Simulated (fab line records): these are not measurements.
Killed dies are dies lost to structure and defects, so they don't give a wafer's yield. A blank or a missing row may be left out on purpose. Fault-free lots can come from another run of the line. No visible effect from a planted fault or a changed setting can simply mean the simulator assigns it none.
Matching of chambers :: flow nandHarc :: NHARC_A_WL_FILL_ALD_19 on aldMetal-03 has 4 sister chambers
The step deposits TiN, target thk 2 nm, pulse time 3 s, ald cycles 100. 7 wafers are shown with their chamber, then 7 later ones without.

== EACH WAFER AND ITS CHAMBER ==
wafer: L081.5
chamber: 0
heaterPowerW (W): 945
susceptorTempC (C): 449.58

wafer: L081.6
chamber: 3
heaterPowerW (W): 1227
susceptorTempC (C): 450.09

wafer: L088.2
chamber: 0
heaterPowerW (W): 890
susceptorTempC (C): 449.74

wafer: L088.4
chamber: 2
heaterPowerW (W): 970
susceptorTempC (C): 450.52

wafer: L088.5
chamber: 3
heaterPowerW (W): 1246
susceptorTempC (C): 450.20

wafer: L091.2
chamber: 1
heaterPowerW (W): 851
susceptorTempC (C): 449.75

wafer: L091.5
chamber: 2
heaterPowerW (W): 977
susceptorTempC (C): 450.07

== WAFERS WITH NO CHAMBER GIVEN ==
wafer: L091.6
heaterPowerW (W): 1208
susceptorTempC (C): 450.14

wafer: L093.2
heaterPowerW (W): 954
susceptorTempC (C): 450.42

wafer: L093.3
heaterPowerW (W): 936
susceptorTempC (C): 449.97

wafer: L093.6
heaterPowerW (W): 851
susceptorTempC (C): 449.78

wafer: L095.3
heaterPowerW (W): 946
susceptorTempC (C): 450.32

wafer: L095.5
heaterPowerW (W): 909
susceptorTempC (C): 450.50

wafer: L095.6
heaterPowerW (W): 1195
susceptorTempC (C): 449.99

== EACH ONE'S CHAMBER ==
wafer: L091.6
from the rows above: 3
in truth: 3

wafer: L093.2
from the rows above: 2
in truth: 2

wafer: L093.3
from the rows above: can't be placed: 0 or 2 or 1
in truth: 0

wafer: L093.6
from the rows above: 1
in truth: 1

wafer: L095.3
from the rows above: 2
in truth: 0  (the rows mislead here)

wafer: L095.5
from the rows above: can't be placed: 2 or 0 or 1
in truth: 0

wafer: L095.6
from the rows above: 3
in truth: 3
4 of 7 placed correctly. Cannot be placed on the basis of these rows: 2; the candidates contain the true chamber in 2. Number placed wrongly: 1.
How it was worked out, from the rows above alone: a wafer's distance from a chamber is the root of the sum, over the readings, of the square of ((its reading less the chamber's mean) divided by the reading's scatter). If the next closest chamber is less than 2 further off than the closest, the wafer can't be placed; otherwise it belongs to the closest. For every chamber, the mean is computed from those of its wafers that are shown. The scatter: take each reading less its chamber's mean, square it, sum over the shown wafers, divide by the number of wafers less the number of chambers, and take the root.
